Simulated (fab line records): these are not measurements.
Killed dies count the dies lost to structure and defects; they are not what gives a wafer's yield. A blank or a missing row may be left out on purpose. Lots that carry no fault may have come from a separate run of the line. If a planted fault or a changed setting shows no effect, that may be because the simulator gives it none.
fab line records	flow n5-finfet
record: lots: 4	wafers: 11	last-day: 18
route steps=1938 shown BEOL_M3@1012 BEOL_M4@1021 PASSIVATION@1936
lots that met no fault: taken from a fault-free run of the same line
start-h: hours from the record's opening day to when the first of the lot's shown wafers began	wait-h: hours from the lot's prior step to this one	" repeats the value in the row above	L1.1+2: a row that stands for several wafers	- no value, or no start given	* or withheld: withheld	< > ~ a bound
route shown NAME@n: a module of which the file shows steps, and the number in the route of the first	usual: mean/standard deviation taken from wafers without a fault	same: alike in all rows	chamber/n: place in a boat	sites: readings site by site	_std_site: how widely they spread, as a standard deviation	_edge_site: mean of outer sites minus mean of inner sites	radius-mm: how far each site lies from the wafer's centre	mask NAME#n: copy n	behind: the most recent tool/chamber to have shaped the wafer	hold: why the lot was held/for how many hours/how that ended	device: the n, p or np transistor that did not switch	end of line: the same wafers' tests at the end of the route	a step without rows: its recipe alone	killed: dies that structure and defects cost at the first sort, which is not the same as the wafer's yield	map: shows each die of a wafer: x if killed, . if not, _ if none is there
set.NAME: the run value of the setting; set.NAME@STEP: its run value at that earlier step	model.NAME: the simulator's own value behind a step, which no gauge read
certain route steps with their lots: each step a table, each wafer a row
services: when a tool's chamber went out of use (start-h, in hours from the record's first day, below 0 if earlier), for how many hours, and the reason
== steps ==
step: N5_BEOL_M3_ANNEAL_51
recipe: temp-c: 225	time-s: 90	ambient: N2
step: N5_BEOL_M3_CMP_52
recipe: stop-on: SiOC	t-overpolish-s: 6.8	down-force-psi: 1	platen-rpm: 50	clearing-platen-down-force-psi: 1.5	clearing-platen-rpm: 50	post-cmp-clean: cu-alkaline	target-thk-nm: 40	clearing-platen-pad-velocity-m-s: 0.99484	pad-velocity-m-s: 0.99484
step: N5_BEOL_M3_PRE_CLEAN_60
recipe: gas: NH3/H2	time-s: 15	temp-c: *	rf-power-w: 300
step: N5_BEOL_M3_CO_CAP_55
recipe: material: Co	target-thk-a: 20	temp-c: 200	precursor: CCTBA/H2	pressure-torr: 30	time-s: 102.1
step: N5_BEOL_M3_PRE_CLEAN_56
recipe: gas: NH3	time-s: 15	temp-c: withheld	rf-power-w: 300
step: N5_BEOL_M3_DEP_57
recipe: material: SiCN	target-thk-a: 80	temp-c: withheld	precursor: 3MS/NH3	pressure-torr: 3	rf-w: 202	time-s: 14
step: N5_BEOL_M4_ILD_DEP_00
recipe: material: SiOC	target-thk-a: 790	temp-c: 350	precursor: DEMS/O2	pressure-torr: 5	rf-w: 500	time-s: 15.3
step: N5_BEOL_M4_PECVD_72
recipe: material: SiO2	target-thk-a: 160	temp-c: 400	precursor: TEOS/O2	pressure-torr: 5.5	rf-w: 450	teos-flow-sccm: 53.8	gas: O2	flow-sccm: 3000	time-s: 18
step: N5_BEOL_M4_HM_DEP_02
recipe: material: TiN	target-thk-a: 200	temp-c: 25	chamber-pressure-pa: 0.49996
usual: throttle-valve-pct: 30.5/1.1
lot.wafer	tool	chamber	start-h	wait-h	throttle-valve-pct	model.TiN_of_BEOL_M4_HM_DEP_02.thk-nm
L360.1	pvd-sputter-02	-	153.75	0.1	29.9	20
L360.5	"	-	"	"	30.2	20
L360.6	"	-	"	"	30.3	19.8
L373.2	pvd-sputter-02	-	235.97	1.0	30.5	20
L373.4	"	-	"	"	30.1	28
L373.5	"	-	"	"	32.1	27.6
L378.2	pvd-sputter-02	-	262.86	1.3	30.1	20.2
L378.4	"	-	"	"	31.9	27.8
L383.3	pvd-sputter-01	-	309.18	0.4	28.5	20.4
L383.5	"	-	"	"	31.4	20.2
L383.6	"	-	"	"	29.8	20.4
step: N5_BEOL_M4_COAT_61
recipe: resist: SOC	temp-c: 250	time-s: 60	spin-rpm: 1500	resist-thk-nm: 60
step: N5_BEOL_M4_COAT_62
recipe: resist: SiARC	temp-c: 220	time-s: 60	spin-rpm: 1500	resist-thk-nm: 12
step: N5_BEOL_M4_COAT_73
recipe: resist: underlayer	temp-c: 205	time-s: 60	spin-rpm: 1500	resist-thk-nm: 5
step: N5_BEOL_M4_COAT_05
recipe: resist: CAR-EUV	spin-rpm: 1500	resist-thk-nm: 30
step: N5_BEOL_M4_EBR_07
recipe: solvent: PGMEA	ebr-width-mm: 1.5
step: N5_BEOL_M4_SOFTBAKE_06
recipe: temp-c: 110	time-s: 60	resist: CAR-EUV
step: N5_BEOL_M4_EXPOSE_08
recipe: mask-id: M4	na: 0.33	source-shape: dipole	sigma-inner: 0.369	sigma-outer: 0.767	polarization: unpolarized	dose-mj: 41.25
step: N5_BEOL_M4_PEB_09
recipe: peb-temp-c: 100	peb-time-s: 60	resist: CAR-EUV
step: N5_BEOL_M4_DEVELOP_10
recipe: develop-time-s: 30	developer: TMAH	resist: CAR-EUV	rinse-liquid: surfactant-rinse	dry: air-spin	dev-temp-c: 23
step: N5_BEOL_M4_DESCUM_16
recipe: chemistry: O2	time-s: 7	source-power-w: 50	bias-power-w: 20	pressure-mtorr: 20	rf-frequency-hz: 2.712e+07	temp-c: 40	resist: CAR-EUV	o2-flow-sccm: 225
step: N5_BEOL_M4_ETCH_74
recipe: chemistry: N2/H2	target: underlayer	target-depth-a: 65	mask-material: CAR-EUV	time-s: 5.2	ion-energy-ev: 200	pressure-mtorr: 30	source-w: 840	bias-w: 150	n2-flow-sccm: 200	h2-flow-sccm: 200	ends: cleared
step: N5_BEOL_M4_ETCH_63
recipe: chemistry: CF4	target: SiARC	target-depth-a: 156	mask-material: CAR-EUV	time-s: 26	ion-energy-ev: 80	pressure-mtorr: 40	source-w: 545	bias-w: 36	Ar_flow_sccm: 100	cf4-flow-sccm: 100	ends: cleared
step: N5_BEOL_M4_ETCH_64
recipe: chemistry: N2/H2	target: SOC	target-depth-a: 750	overetch-a: 225	mask-material: SiARC	temp-c: 40	time-s: 121.9	ion-energy-ev: 200	pressure-mtorr: 30	source-w: 840	bias-w: 150	n2-flow-sccm: 200	h2-flow-sccm: 200
step: N5_BEOL_M4_STRIP_65
recipe: chemistry: N2/H2	temp-c: 40	n2-flow-sccm: 200	h2-flow-sccm: 200	rf-frequency-hz: 6e+07
step: N5_BEOL_M4_STRIP_75
recipe: chemistry: N2/H2	temp-c: 40	n2-flow-sccm: 200	h2-flow-sccm: 200	rf-frequency-hz: 6e+07
step: N5_BEOL_M4_STRIP_66
recipe: chemistry: CF4	resist: SiARC	power-w: 300	bias-power-w: 75	pressure-mtorr: 50	cf4-flow-sccm: 150	rf-frequency-hz: 6e+07
step: N5_BEOL_M4_HM_OPEN_17
recipe: chemistry: Cl2/BCl3	target-depth-a: 200	overetch-a: 60	target: TiN	mask-material: SOC	ion-energy-ev: 150	pressure-mtorr: 10	icp-w: 1000	bias-w: 126	Cl2_flow_sccm: 53.25	bcl3-flow-sccm: 21.75	Ar_flow_sccm: 25
usual: drypump-motor-current-A: 5.8/0.43	oes-product-au: 0.61/0.081	throttle-valve-pct: 22.40/0.2
lot.wafer	tool	chamber	start-h	wait-h	drypump-motor-current-A	oes-product-au	rf-hours-counter-h	throttle-valve-pct	model.etch.depth-nm
L360.1	rie-metal-01	0	154.60	0.0	5.5	0.55	108	22.37	20.1
L360.5	"	0	"	"	5.5	0.56	-	22.36	20.05
L360.6	"	1	"	"	6.4	0.56	-	22.68	19.87
L373.2	rie-metal-01	1	236.97	0.1	6.4	0.55	-	22.70	19.98
L373.4	"	1	"	"	6.4	0.66	-	22.48	26.51
L373.5	"	1	"	"	6.4	0.65	-	22.49	26.51
L378.2	rie-metal-02	0	263.89	0.1	5.9	0.54	-	22.37	20.25
L378.4	"	0	"	"	5.9	0.63	-	22.20	25.81
L383.3	rie-metal-01	0	310.53	0.1	5.5	0.80	-	22.30	20.39
L383.5	"	0	"	"	5.6	0.79	-	22.29	20.23
L383.6	"	1	"	"	6.3	0.55	-	22.70	20.33
step: N5_BEOL_M4_STRIP_19
recipe: chemistry: O2	power-w: 400	temp-c: 40	pressure-mtorr: 30	rf-frequency-hz: 6e+07	bias-power-w: 0	overash-fraction: 0.2	o2-flow-sccm: 225
step: N5_BEOL_M4_COAT_67
recipe: resist: SOC	temp-c: 250	time-s: 60	spin-rpm: 1500	resist-thk-nm: 60
step: N5_BEOL_M4_COAT_68
recipe: resist: SiARC	temp-c: 220	time-s: 60	spin-rpm: 1500	resist-thk-nm: 12
step: N5_BEOL_M4_COAT_76
recipe: resist: underlayer	temp-c: 205	time-s: 60	spin-rpm: 1500	resist-thk-nm: 5
step: N5_BEOL_M4_COAT_22
recipe: resist: CAR-EUV	spin-rpm: 1500	resist-thk-nm: 30
step: N5_BEOL_M4_EBR_24
recipe: solvent: PGMEA	ebr-width-mm: 1.5
step: N5_BEOL_M4_SOFTBAKE_23
recipe: temp-c: 110	time-s: 60	resist: CAR-EUV
step: N5_BEOL_M4_EXPOSE_25
recipe: mask-id: V3	na: 0.33	source-shape: quasar	sigma-inner: 0.2	sigma-outer: 0.8	polarization: unpolarized	defocus-nm: 5	dose-mj: 63
step: N5_BEOL_M4_TRENCH_ETCH_37
recipe: chemistry: C4F6/O2	target-depth-a: 555.55	target: SiOC	time-s: 29.2	ion-energy-ev: 250	pressure-mtorr: 30	source-w: 355	bias-w: 185	Ar_flow_sccm: 300	C4F6_flow_sccm: 10	O2_flow_sccm: 10
usual: drypump-motor-current-A: 5.5/0.5	oes-product-au: 0.82/0.092	rf-vpp-V: 673/12	showerhead-plenum-p-Torr: 2.82/0.093	throttle-valve-pct: 20.8/0.34
lot.wafer	tool	chamber	start-h	wait-h	drypump-motor-current-A	oes-product-au	rf-hours-counter-h	rf-vpp-V	showerhead-plenum-p-Torr	throttle-valve-pct	model.TiN_of_BEOL_M4_HM_DEP_02.thk-nm
L360.1	rie-diel-02	1	-	-	6.4	0.67	250	665	2.79	20.5	17.8
L360.5	"	1	"	"	6.4	0.68	-	665	2.79	20.5	17.8
L360.6	"	0	"	"	5.1	0.71	-	664	2.72	21.4	17.6
L373.2	rie-diel-02	1	-	-	6.4	0.92	20	664	2.78	20.2	17.6
L373.4	"	0	"	"	5.1	0.70	241	663	2.70	21.4	25.6
L373.5	"	3	"	"	5.3	0.89	-	682	3.01	20.7	25.2
L378.2	rie-diel-04	2	-	-	5.1	0.87	46	664	2.77	20.7	17.8
L378.4	"	2	"	"	5.1	0.87	-	665	2.77	20.7	25.4
L383.3	rie-diel-03	2	-	-	5.8	0.91	17	697	2.78	20.5	18
L383.5	"	0	"	"	6.1	0.83	-	683	2.77	21.1	17.8
L383.6	"	1	"	"	5.3	0.77	-	682	2.74	20.6	18
step: N5_BEOL_M4_OCD_MEAS_38
usual: trench-depth-nm: 55.6/1
lot.wafer	tool	chamber	start-h	wait-h	trench-depth-nm
L360.1	ocd-02	-	166.17	-	53.1
L360.5	"	-	"	"	53.1
L360.6	"	-	"	"	54.7
L373.2	ocd-01	-	240.12	-	56.9
L373.4	"	-	"	"	46.9
L373.5	"	-	"	"	53.1
L378.2	ocd-01	-	267.32	-	56.1
L378.4	"	-	"	"	39.2
L383.3	ocd-02	-	316.95	-	55.1
L383.5	"	-	"	"	56.0
L383.6	"	-	"	"	55.2
step: N5_BEOL_M4_RC_MEAS_101
usual: CHAIN_V3_max_site: 243/11	DIBL_N: 35.8/1.5	DIBL_P: 35.9/1.8	IOFF_N: 0.152/0.025	IOFF_P: 0.21/0.031	ION_N: 672/11	ION_P: 462/7.4	SS_N: 71.5/0.52	SS_P: 73.2/0.54	VT_N: 250/3	VT_P: -250/3.3
lot.wafer	tool	chamber	start-h	wait-h	CHAIN_V3_max_site[ohm/link]	DIBL_N[mV/V]	DIBL_P[mV/V]	IOFF_N[nA/um]	IOFF_P[nA/um]	ION_N[uA/um]	ION_P[uA/um]	SS_N[mV/dec]	SS_P[mV/dec]	VT_N[mV]	VT_P[mV]
L360.1	prober-02	0	171.86	0.0	247	37.5	37.0	0.167	0.24	668	461	71.9	72.3	249	-248
L360.5	"	0	"	"	246	35.3	35.3	0.140	0.21	670	465	71.8	73.0	251	-248
L360.6	"	0	"	"	251	36.5	36.3	0.156	0.22	673	466	71.8	73.5	250	-249
L373.2	prober-02	0	244.38	0.2	223	37.2	36.9	0.168	0.23	680	467	71.7	73.2	248	-247
L373.4	"	0	"	"	~571	34.6	34.5	0.126	0.19	661	463	71.7	72.6	255	-253
L373.5	"	0	"	"	~571	33.3	31.8	0.108	0.16	658	456	70.8	72.7	254	-254
L378.2	prober-02	0	271.59	0.2	234	35.1	37.7	0.185	0.25	683	467	71.7	73.6	247	-248
L378.4	"	0	"	"	~571	35.5	37.1	0.182	0.24	682	460	71.9	73.3	247	-247
L383.3	prober-02	0	321.31	0.3	238	33.7	33.5	0.125	0.17	660	456	71.3	72.7	253	-253
L383.5	"	0	"	"	233	36.9	36.4	0.165	0.21	670	455	72.2	72.7	251	-251
L383.6	"	0	"	"	237	32.6	32.1	0.106	0.16	652	455	71.2	72.3	255	-255
step: N5_PASSIVATION_PROBE_49
usual: defect-limited-yield: 91.7/1.7	killed_at_M0_to_M3: 34/10	killed_at_M4_up: 13/5.1	killed-at-contacts: 12/6.2	killed-at-front-end: 36/12	killed-at-other: 3.2/2.6	killed-dies: 98/20	killed-on-rim: 13/4.5	killed-open: 65/13	killed-short: 32/8.4	sort_bin_5_function: 4.8/1.1	sort_bin_6_memory: 3.2/0.74	sort_bin_8_speed: 0.00/0.012	sort-n-pass: 1082/20	sort-yield-pct: 91.7/1.7
same: gross-dies: 1180	killed-at-back-side: 0	sort_bin_4_leakage[%]: 0
lot.wafer	tool	chamber	start-h	wait-h	defect-limited-yield[%]	killed_at_M0_to_M3	killed_at_M4_up	killed-at-contacts	killed-at-front-end	killed-at-other	killed-dies	killed-on-rim	killed-open	killed-short	sort_bin_5_function[%]	sort_bin_6_memory[%]	sort_bin_8_speed[%]	sort-n-pass	sort-yield-pct[%]
L360.1	prober-01	-	273.65	0.0	93.9	27	14	5	25	1	72	5	52	19	3.6	2.4	0	1108	93.9
L360.5	prober-01	-	273.85	0.2	91.4	38	16	12	33	2	101	15	71	29	5.4	3.1	0	1079	91.4
L360.6	prober-01	-	273.90	0.3	93.0	40	11	8	21	3	83	13	58	24	5.0	1.9	0	1097	93.0
L373.4	prober-01	-	351.04	0.2	79.1	34	182	1	25	5	247	21	49	24	18.1	2.8	0	933	79.1
L373.5	prober-01	-	351.09	0.2	82.6	35	122	12	35	1	205	34	55	27	13.9	2.4	0	975	82.6
L378.2	prober-02	-	376.54	0.1	89.1	44	14	7	61	3	129	19	83	46	5.8	4.6	0	1051	89.1
L378.4	prober-02	-	376.64	0.2	60.6	50	343	20	48	4	465	63	92	36	35.1	3.7	0	715	60.6
killed by level:class
L360.1 BEOL_M1:geometric-particle:open=9 FIN_SAQP:geometric-particle:open=6 BEOL_M2:geometric-particle:open=6 BEOL_M0_SAQP:geometric-particle:short=5 BEOL_M4:geometric-particle:open=5 FIN_SAQP:geometric-particle:short=4 MOL_CONTACT_COAG:geometric-particle:open=4 BEOL_M0_SAQP:geometric-particle:open=4
L360.5 MOL_CONTACT_COAG:geometric-particle:open=11 FIN_SAQP:geometric-particle:open=10 BEOL_M2:geometric-particle:open=10 BEOL_M1:geometric-particle:open=8 BEOL_M0_SAQP:geometric-particle:short=7 BEOL_M4:geometric-particle:open=6 STARTING-WAFER:geometric-particle:short=5 STI_FIN_REVEAL:geometric-particle:open=4
L360.6 BEOL_M1:geometric-particle:open=14 MOL_CONTACT_COAG:geometric-particle:open=6 BEOL_M3:geometric-particle:open=6 BEOL_M0_SAQP:geometric-particle:short=5 BEOL_M0_SAQP:geometric-particle:open=5 BEOL_M1:geometric-particle:short=5 BEOL_M7:geometric-particle:open=4 FIN_CUT:geometric-particle:open=4
L373.4 BEOL_M4:area-open=173 BEOL_M2:geometric-particle:open=10 STI_FIN_REVEAL:geometric-particle:open=8 BEOL_M1:geometric-particle:open=6 BEOL_M0_SAQP:geometric-particle:short=5 BEOL_M0_SAQP:geometric-particle:open=5 BEOL_M1:geometric-particle:short=4 BEOL_M4:geometric-particle:open=4
L373.5 BEOL_M4:area-open=111 MOL_CONTACT_COAG:geometric-particle:open=12 HKMG_FIN:area-etch=11 BEOL_M0_SAQP:geometric-particle:open=7 BEOL_M3:geometric-particle:open=7 STARTING-WAFER:geometric-particle:short=6 BEOL_M2:geometric-particle:open=5 BEOL_M0:geometric-particle:open=4
L378.2 BEOL_M2:geometric-particle:open=13 FIN_SAQP:geometric-particle:short=11 GATE_CUT:geometric-particle:short=11 BEOL_M0_SAQP:geometric-particle:open=11 FIN_SAQP:geometric-particle:open=8 STI_FIN_REVEAL:geometric-particle:open=8 BEOL_M4:geometric-particle:open=6 BEOL_M5:geometric-particle:open=6
L378.4 BEOL_M4:area-open=333 MOL_CONTACT_COAG:geometric-particle:open=19 FIN_SAQP:geometric-particle:open=16 BEOL_M1:geometric-particle:open=11 BEOL_M2:geometric-particle:open=11 FIN_SAQP:geometric-particle:short=9 BEOL_M0_SAQP:geometric-particle:short=8 BEOL_M0_SAQP:geometric-particle:open=8
map L373.4 (x killed, . not)
_________________....x.x.....________________
______________....xx.x.x........_____________
___________.........xx.xxx...x.....__________
__________.....x....xxxxxxx........._________
________x......x.x...x....x..........._______
_______x..........x....x............x..______
______........xx...x............x....x.._____
_____..........xx.x..........x.x.x.....x.____
____....x.....x..x.........x..............___
___............xxxx.....xx.................__
___.......x...x.xxxx.xxxx..x..x............__
__x.............xxxx.x..xxx......x......x..._
__..x...x...x.....xxx.xxx...x..x.....x......_
_...........x.....xx......x...x.............x
_.........x.x......xxxx......x...............
_..........x......xxx....x...xx....x..x......
_.............x.x..xx....x.....x.xx.........x
_.................xxxxxx..x.....xx.........x.
_.............x...xxx.x..xx...x.x...xx.......
_...x...........x....xx....x.........xx.....x
_....................x..x........xx..xxx.....
__......x...x.........xx.............x.....x_
__...x....x............x..x....xx.xx..x....._
___....x...x..x..........x......x.xx.x.....__
___..xxx.x.xx....................xxx....x..__
____.xxxxxxx..........x.............x.....___
_____..xxxx...x..................x.x.....____
______.xxxxxxx.....x.....x........xx.xxx_____
_______.x...x.x........x......x.x......______
________xx.x...x....x.xx..xx.........._______
__________.xx....x...x...........x.._________
___________......xx................__________
______________.x...xxxxx..x..x.._____________
_________________..........x.________________
map L378.4 (x killed, . not)
_________________.x..x..x.xx.________________
______________.x...x.x....xxxx.._____________
___________x.....x....x..x.x.xx....__________
__________........x...........xxx..._________
________x...........x......x....x....._______
_______.x.x.......x...x....x......x....______
______.xx.xxx.....x......x.......x......_____
_____..xx.x.x....................xxx....x____
____x.xx..x.x.x.....x.....x....xx....xx.x.___
___x..xxxxxxx..x..xx..xx......xx........x.x__
___xx.x.xxxxxxx.x....x.x.......xxxxx....xxx__
__xxxxxxxxxxxxx.xx..x....x..x....xxx.x.x...x_
__xxxxxxxxxxxxxxx..............xxx...x...x.._
_xxxxxxxxxxxxxxx..x...................x......
_xxxxxxxxxxxx.xxxx.......x.............x.....
_xxxxxxxxxxxxxxx...xxx....x.....x.........x..
_x.xxxxxxxxxxxxxx........x..x........x..x....
_xxxx.xxxxxxxxx.x.x...x..x.....x...x......x..
_.x...xxxxxxxxxxx...............x.....xxx....
_..x..xxxxxxxxx....................xxxx.x..x.
_....x.xxxxxxx.x...x......xx.........xx..x...
__..x.xxx..xxxx.x..x................xx.xxx.x_
__.x.....xx.x.x......x....xx...x......x.x..._
___....x.xxx.x........xxxx..x.x...x.x.x...x__
___..xx...x.x...x..xx.x.x..xx..x..xxxxxx..x__
____xx.xxxxx..x..x.....xxxx.x...xx.xxx.x.x___
_____x.xx.x.xxx...x...xxxx.....xx.xxxxx.x____
______.xx.x.x......x...xxxx.xxx.x..xx.xx_____
_______.x.x......x....xxx.xx.xx.xxxxxxx______
________....xx........x...xx.xx.xxxxxx_______
__________.............x..x...x.xxxx_________
___________.........xx.....xxxxxxxx__________
______________...x......x.xx.xxx_____________
_________________....x..xxxxx________________
== services ==
tool	chamber	start-h	hours	kind
rie-metal-02	-	152.42	0.4	repair
rie-diel-02	1	166.72	-	clean
rie-diel-02	1	166.72	-	consumable-replace:focus-ring
rie-diel-02	1	166.72	15.5	scheduled-down
rie-diel-02	1	166.72	15.5	vent-cycle
rie-diel-03	1	204.96	8.0	repair
rie-metal-02	-	210.46	2.8	pm
rie-diel-03	0	222.41	3.9	repair
rie-metal-01	0	233.82	-	clean
rie-metal-01	0	233.82	21.1	scheduled-down
rie-metal-01	0	233.82	21.1	vent-cycle
rie-diel-04	0	244.97	22.3	repair
rie-diel-03	2	251.38	-	clean
rie-diel-03	2	251.38	-	consumable-replace:focus-ring
rie-diel-03	2	251.38	17.0	scheduled-down
rie-diel-03	2	251.38	17.0	vent-cycle
pvd-sputter-01	-	260.51	3.0	repair
rie-diel-02	0	267.08	-	clean
rie-diel-02	0	267.08	-	consumable-replace:focus-ring
rie-diel-02	0	267.08	-	consumable-replace:showerhead
rie-diel-02	0	267.08	22.5	scheduled-down
rie-diel-02	0	267.08	22.5	vent-cycle
rie-diel-02	3	277.74	6.1	repair
rie-diel-02	-	307.01	4.3	pm
== key ==
first-sign: step: N5_BEOL_M4_OCD_MEAS_38	reading: trench-depth-nm	direction: down	sigmas: 8.8	usual: 55.6	struck: 46.4
effect: step: N5_BEOL_M4_RC_MEAS_101	reading: CHAIN_V3_max_site	direction: up	sigmas: 30	usual: 243	struck: ~571
effect: step: N5_PASSIVATION_PROBE_49	reading: killed_at_M4_up	direction: up	sigmas: 39	usual: 13	struck: 216
model-effect: step: N5_BEOL_M4_HM_DEP_02	value: TiN_of_BEOL_M4_HM_DEP_02.thk-nm	without: 20.2	struck: 27.8
model-effect: step: N5_BEOL_M4_HM_OPEN_17	value: etch.depth-nm	without: 20.14	struck: 26.28
model-effect: step: N5_BEOL_M4_TRENCH_ETCH_37	value: TiN_of_BEOL_M4_HM_DEP_02.thk-nm	without: 17.8	struck: 25.4
more-kills-born-at: N5_BEOL_M4_HM_OPEN_17@rie-metal-02: 333	N5_BEOL_M4_HM_OPEN_17@rie-metal-01: 284
met-at N5_BEOL_M4_HM_DEP_02
struck-wafers L373.4,L373.5,L378.4
baseline-loss: step: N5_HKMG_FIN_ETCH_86	wafers: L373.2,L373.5
onset-between 153.75 235.97
fault: kind: process-parameter-drift	tool: pvd-sputter-02	chamber: -	onset-h: 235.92	steps: N5_BEOL_M4_HM_DEP_02	channel: target-thk-a	offset: *	shape: step	end-h: 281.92	scope: struck-wafers-only	acts-in: *	stated: *
baseline-loss: these wafers lose ten dies or more at that step, a loss of the line's own and not of a fault; the sort's usual values leave them out
